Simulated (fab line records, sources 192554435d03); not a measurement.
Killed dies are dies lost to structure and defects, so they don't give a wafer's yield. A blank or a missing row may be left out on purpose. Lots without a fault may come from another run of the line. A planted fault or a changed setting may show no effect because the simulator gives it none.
fab line records | flow n5_finfet
record lots=7 wafers=21 last_day=17
route steps=1938 shown BEOL_M9@1450
lots that met no fault: from a run of the same line without faults
start_h: hours from the record's first day to the start of the lot's first wafer shown | wait_h: hours since the lot's step before | " the same as in the row above | L1.1+2: a row that stands for several wafers | - no value, or no start given | * or withheld: withheld | < > ~ a bound
route shown NAME@n: a module of which the file shows steps, and the number in the route of the first | usual: mean/standard deviation of fault-free wafers | same: alike in all rows | chamber/n: place in a boat | sites: the reading at each site | _std_site: their standard deviation | _edge_site: outer sites' mean less inner sites' | radius_mm: how far each site lies from the wafer's centre | mask NAME#n: copy n | behind: the tool/chamber that last shaped the wafer | hold: why the lot was held/for how many hours/how that ended | device: the transistor (n, p or np) that didn't switch | end of line: the same wafers' tests at the end of the route | a step without rows: its recipe alone | killed: dies lost to structure and defects at the first sort, not the wafer's yield | map: a wafer's dies, x killed, . not, _ none there
set.NAME: the setting as run; set.NAME@STEP: as run at that earlier step | model.NAME: the simulator's own value behind a step, which no gauge read
lots at some steps of the route; a table a step, a row a wafer
services: from which hour (start_h, from the record's first day; less than 0 if before it) a tool's chamber was out of use, for how many hours, and why
## steps
# step N5_BEOL_M9_HM_STRIP_39
# recipe chemistry=peroxide_tin_strip material=TiN target_depth_a=250 temp_c=50 time_s=158
# step N5_BEOL_M9_SRD_40
# recipe time_s=30 temp_c=23 rinse_liquid=diw dry=ipa_marangoni
# step N5_BEOL_M9_PRECLEAN_42
# recipe chemistry=residue_remover time_s=60 temp_c=40
# step N5_BEOL_M9_SRD_43
# recipe time_s=30 temp_c=23 rinse_liquid=diw dry=ipa_marangoni
# step N5_BEOL_M9_CD_MEAS_35
# recipe target_cd_nm=70 target_cd_y_nm=40 polarity=opening
# usual cd_nm=70.0/0.56
# columns lot.wafer tool chamber start_h wait_h cd_nm
L348.3 cd_sem-02 - 219.12 0.0 69.3
L348.5 " - " " 69.4
L348.6 " - " " 68.7
L350.3 cd_sem-03 - 227.34 0.0 70.9
L350.4 " - " " 70.7
L350.5 " - " " 70.3
L361.4 cd_sem-01 - 284.14 0.0 71.0
L361.5 " - " " 71.0
L361.6 " - " " 70.9
L360.1 cd_sem-03 - 284.28 0.0 70.1
L360.2 " - " " 70.2
L360.4 " - " " 70.0
L362.2 cd_sem-02 - 305.01 0.0 69.3
L362.3 " - " " 69.7
L362.5 " - " " 69.2
L363.3 cd_sem-03 - 308.56 0.0 70.0
L363.4 " - " " 70.5
L363.6 " - " " 69.6
L368.1 cd_sem-02 - 332.87 0.0 70.1
L368.4 " - " " 70.1
L368.5 " - " " 69.7
# step N5_BEOL_M9_CURE_72
# recipe temp_c=370 time_s=120 ambient=DMADMS/He material=SiCOH_lowk
# step N5_BEOL_M9_DEGAS_44
# recipe ambient=vacuum temp_c=250 time_s=60
# usual heater_power_w=312/17
# same time_s=60
# columns lot.wafer tool chamber start_h wait_h heater_power_w
L348.3 pvd_sputter-01 - 219.81 0.5 310
L348.5 " - " " 307
L348.6 " - " " 317
L350.3 pvd_sputter-01 - 227.71 0.2 301
L350.4 " - " " 320
L350.5 " - " " 308
L361.4 pvd_sputter-02 - 284.54 0.2 321
L361.5 " - " " 274
L361.6 " - " " 332
L360.1 pvd_sputter-02 - 285.06 0.7 333
L360.2 " - " " 295
L360.4 " - " " 334
L362.2 pvd_sputter-03 - 305.58 0.4 311
L362.3 " - " " 304
L362.5 " - " " 314
L363.3 pvd_sputter-02 - 308.92 0.2 328
L363.4 " - " " 282
L363.6 " - " " 304
L368.1 pvd_sputter-01 - 335.35 2.3 313
L368.4 " - " " 329
L368.5 " - " " 300
# step N5_BEOL_M9_PRE_CLEAN_45
# recipe gas=H2/He time_s=30 temp_c=250
# usual heater_power_w=313/17
# same time_s=30
# columns lot.wafer tool chamber start_h wait_h heater_power_w
L348.3 pvd_sputter-01 - 219.85 0.0 319
L348.5 " - " " 297
L348.6 " - " " 320
L350.3 pvd_sputter-01 - 227.75 0.0 305
L350.4 " - " " 314
L350.5 " - " " 298
L361.4 pvd_sputter-02 - 284.58 0.0 336
L361.5 " - " " 272
L361.6 " - " " 331
L360.1 pvd_sputter-02 - 285.10 0.0 324
L360.2 " - " " 303
L360.4 " - " " 336
L362.2 pvd_sputter-03 - 305.62 0.0 293
L362.3 " - " " 308
L362.5 " - " " 307
L363.3 pvd_sputter-02 - 308.96 0.0 329
L363.4 " - " " 276
L363.6 " - " " 301
L368.1 pvd_sputter-01 - 335.39 0.0 317
L368.4 " - " " 325
L368.5 " - " " 308
# step N5_BEOL_M9_ALD_74
# recipe material=TaN target_thk_a=20 temp_c=275 ald_precursor_family=PDMAT ald_co_reactant=NH3 pressure_torr=3 carrier_flow_sccm=1500 pulse_time_s=2 purge_time_s=3 co_reactant_purge_time_s=2 co_reactant_pulse_time_s=3 ald_cycles=40 precursor_vessel_temp_c=75 precursor_vessel_pressure_torr=26.25 precursor_vessel_carrier_sccm=1000
# usual chamber_pressure_Torr=3.000/0.0065 heater_power_w=392/43 precursor_vessel_carrier_sccm=999.9/2.6
# same ald_cycles=40
# columns lot.wafer tool chamber start_h wait_h chamber_pressure_Torr heater_power_w precursor_vessel_carrier_sccm
L348.3 ald_metal-01 3 219.91 0.0 3.009 338 995.1
L348.5 " 0 " " 3.001 390 1002.4
L348.6 " 3 " " 2.996 331 996.3
L350.3 ald_metal-01 0 227.87 0.1 3.006 394 1004.9
L350.4 " 3 " " 3.003 332 1006.4
L350.5 " 3 " " 3.002 334 1003.6
L361.4 ald_metal-04 1 284.70 0.1 2.998 486 1000.0
L361.5 " 2 " " 2.993 363 996.2
L361.6 " 1 " " 3.002 488 1000.0
L360.1 ald_metal-03 3 285.16 0.0 3.002 369 999.5
L360.2 " 0 " " 2.995 407 998.8
L360.4 " 1 " " 3.005 380 999.9
L362.2 ald_metal-04 1 305.68 0.0 2.995 483 1000.4
L362.3 " 3 " " 3.001 443 1005.5
L362.5 " 1 " " 3.000 500 1001.5
L363.3 ald_metal-03 1 309.03 0.1 2.997 363 1000.4
L363.4 " 2 " " 2.992 443 999.9
L363.6 " 1 " " 2.998 377 994.1
L368.1 ald_metal-01 0 335.45 0.0 3.001 395 998.8
L368.4 " 3 " " 3.000 346 1001.2
L368.5 " 1 " " 3.011 361 1000.2
# step N5_BEOL_M9_SURFACE_TREAT_79
# recipe gas=Ar time_s=* ion_energy_ev=* ion_current_ma_cm2=0.5 pressure_mtorr=* ar_flow_sccm=30
# usual ar_flow_sccm=29.99/0.082 throttle_valve_pct=*
# same time_s=*
# columns lot.wafer tool chamber start_h wait_h ar_flow_sccm throttle_valve_pct
L348.3 pvd_sputter-02 - 220.21 0.2 30.02 *
L348.5 " - " " 29.92 *
L348.6 " - " " 29.94 *
L350.3 pvd_sputter-03 - 228.17 0.2 29.94 *
L350.4 " - " " 29.99 *
L350.5 " - " " 30.02 *
L361.4 pvd_sputter-02 - 285.02 0.2 29.99 *
L361.5 " - " " 29.94 *
L361.6 " - " " 29.88 *
L360.1 pvd_sputter-02 - 287.22 1.9 30.07 *
L360.2 " - " " 29.81 *
L360.4 " - " " 29.99 *
L362.2 pvd_sputter-01 - 306.05 0.2 30.03 *
L362.3 " - " " 30.01 *
L362.5 " - " " 29.89 *
L363.3 pvd_sputter-03 - 309.37 0.2 29.82 *
L363.4 " - " " 30.01 *
L363.6 " - " " 30.09 *
L368.1 pvd_sputter-01 - 335.75 0.2 30.00 *
L368.4 " - " " 29.91 *
L368.5 " - " " 29.97 *
# step N5_BEOL_M9_CVD_78
# recipe material=Co target_thk_a=20 temp_c=withheld precursor=CCTBA/H2 pressure_torr=30 time_s=138.9
# step N5_BEOL_M9_SPUTTER_48
# recipe material=Cu target_thk_a=120 temp_c=-20 bias_v=60 power_w=26000 chamber_pressure_pa=0.13 time_s=2
# step N5_BEOL_M9_ECD_50
# recipe material=Cu target_thk_a=3180
# columns lot.wafer tool chamber start_h wait_h model.Cu_of_BEOL_M9_ECD_50.thk_nm
L348.3 ecd_cu-01 1 220.56 0.1 313.8
L348.5 " 0 " " 315.4
L348.6 " 1 " " 318.6
L350.3 ecd_cu-02 0 228.52 0.1 317
L350.4 " 1 " " 318.2
L350.5 " 1 " " 320
L361.4 ecd_cu-01 1 287.29 0.1 322.4
L361.5 " 0 " " 321.8
L361.6 " 1 " " 582.6
L360.1 ecd_cu-01 1 287.52 0.1 321.4
L360.2 " 0 " " 579.4
L360.4 " 0 " " 319.4
L362.2 ecd_cu-01 1 306.36 0.1 582.2
L362.3 " 1 " " 316.2
L362.5 " 0 " " 318.8
L363.3+4 ecd_cu-02 1,0 310.00 0.1 314.8
L363.6 " 0 " " 315.8
L368.1 ecd_cu-02 0 336.05 0.1 314.2
L368.4 " 1 " " 317.8
L368.5 " 1 " " 309.8
# step N5_BEOL_M9_ANNEAL_51
# recipe temp_c=225 time_s=90 ambient=N2
# usual wafer_temp_C_max=226.5/0.38
# same time_s=90
# columns lot.wafer tool chamber start_h wait_h wafer_temp_C_max
L348.3 rtp_anneal-02 0 220.73 0.1 226.6
L348.5 " 0 " " 226.8
L348.6 " 0 " " 226.7
L350.3 rtp_anneal-02 0 228.69 0.1 227.1
L350.4 " 0 " " 226.8
L350.5 " 0 " " 226.7
L361.4 rtp_anneal-01 0 287.69 0.4 226.4
L361.5 " 0 " " 226.4
L361.6 " 0 " " 226.2
L360.1 rtp_anneal-01 0 288.01 0.5 226.2
L360.2 " 0 " " 226.3
L360.4 " 0 " " 226.2
L362.2 rtp_anneal-01 0 306.58 0.2 226.7
L362.3 " 0 " " 226.4
L362.5 " 0 " " 226.2
L363.3 rtp_anneal-02 0 310.17 0.1 227.4
L363.4 " 0 " " 226.7
L363.6 " 0 " " 227.2
L368.1 rtp_anneal-01 0 336.16 0.1 226.6
L368.4 " 0 " " 226.8
L368.5 " 0 " " 226.6
# step N5_BEOL_M9_CMP_52
# recipe stop_on=SiCOH_lowk t_overpolish_s=7 down_force_psi=1 platen_rpm=50 clearing_platen_down_force_psi=1.5 clearing_platen_rpm=50 post_cmp_clean=cu_alkaline target_thk_nm=140 clearing_platen_pad_velocity_m_s=0.99484 pad_velocity_m_s=0.99484
# usual clearing_platen_down_force_psi=1.5002/0.0029 motor_current_A=6.2/0.62 pad_life_wafers=927/600 time_to_endpoint_s=65.4/2.5
# columns lot.wafer tool chamber start_h wait_h clearing_platen_down_force_psi motor_current_A pad_life_wafers time_to_endpoint_s
L348.3 cmp-02 2 220.97 0.2 1.5080 5.1 1237 71.6
L348.5 " 1 " " 1.5009 7.2 - 69.2
L348.6 " 2 " " 1.4998 5.6 - 68.1
L350.4 cmp-02 1 228.90 0.1 1.5005 7.2 1284 64.8
L350.3 " 0 " " 1.5038 5.6 1287 62.7
L350.5 " 1 " " 1.5021 7.0 - 64.6
L361.4 cmp-04 2 287.86 0.1 1.5002 6.6 348 65.3
L361.6 " 2 " " 1.4967 6.8 - 118.5
L361.5 " 3 " " 1.4976 6.0 - 64.2
L360.1 cmp-04 1 288.34 0.3 1.5001 6.4 355 72.1
L360.4 " 2 " " 1.5032 6.9 356 66.3
L360.2 " 3 " " 1.4980 5.5 357 117.0
L362.3 cmp-04 3 306.93 0.3 1.5021 5.8 524 64.9
L362.2 " 0 " " 1.5024 5.8 525 120.7
L362.5 " 1 " " 1.5007 6.7 - 64.4
L363.4 cmp-04 3 310.43 0.2 1.4982 5.4 553 60.1
L363.3 " 1 " " 1.5079 6.5 555 64.0
L363.6 " 3 " " 1.4977 5.7 - 63.9
L368.1 cmp-02 0 336.46 0.3 1.5020 5.3 36 63.5
L368.4 " 1 " " 1.4987 7.1 37 61.4
L368.5 " 0 " " 1.5009 5.3 - 61.6
# step N5_BEOL_M9_THK_MEAS_53
# recipe thk_meas_gauge=xrf reads=Cu_of_BEOL_M9_ECD_50
# usual M9_THK=136.2/3
# columns lot.wafer tool chamber start_h wait_h M9_THK[nm]
L348.3 film_metro-02 - 221.23 - 141.3
L348.5 " - " " 141.3
L348.6 " - " " 137.7
L350.3 film_metro-02 - 229.19 - 135.9
L350.4 " - " " 130.5
L350.5 " - " " 131.9
L361.4 film_metro-01 - 288.15 - 136.9
L361.5 " - " " 132.4
L361.6 " - " " 138.1
L360.1 film_metro-01 - 288.60 - 135.0
L360.2 " - " " 137.1
L360.4 " - " " 131.8
L362.2 film_metro-02 - 307.15 - 137.6
L362.3 " - " " 140.9
L362.5 " - " " 135.1
L363.3 film_metro-02 - 310.68 - 137.0
L363.4 " - " " 136.8
L363.6 " - " " 130.3
L368.1 film_metro-01 - 336.75 - 133.9
L368.4 " - " " 135.3
L368.5 " - " " 135.6
## services
# columns tool chamber start_h hours kind
cmp-04 - 214.02 4.0 pm
cmp-04 - 218.02 - consumable_replace:conditioner
cmp-04 - 218.02 - consumable_replace:pad
ald_metal-01 3 228.46 3.6 repair
cmp-04 - 243.72 28.0 repair
ecd_cu-02 - 255.17 0.2 repair
cmp-02 - 264.82 10.7 pm
ecd_cu-01 - 308.18 0.4 repair
cmp-02 - 308.38 3.8 repair
ald_metal-03 1 313.29 - calibration
cmp-02 - 328.15 4.0 pm
ald_metal-03 - 328.46 8.7 pm
cmp-02 - 332.15 - consumable_replace:conditioner
cmp-02 - 332.15 - consumable_replace:pad
## key
first_sign step=N5_BEOL_M9_CMP_52 reading=time_to_endpoint_s direction=up sigmas=21 usual=* struck=*
effect none on later readings
model_effect step=N5_BEOL_M9_ECD_50 value=Cu_of_BEOL_M9_ECD_50.thk_nm without=320.6 struck=581.4
met_at N5_BEOL_M9_ECD_50
struck_wafers L360.2,L361.6,L362.2
onset_between 220.56 287.29
fault kind=process_parameter_drift tool=ecd_cu-01 chamber=- onset_h=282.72 steps=N5_BEOL_M9_ECD_50 channel=target_thk_a offset=* shape=step end_h=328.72 scope=struck_wafers_only acts_in=* stated=*
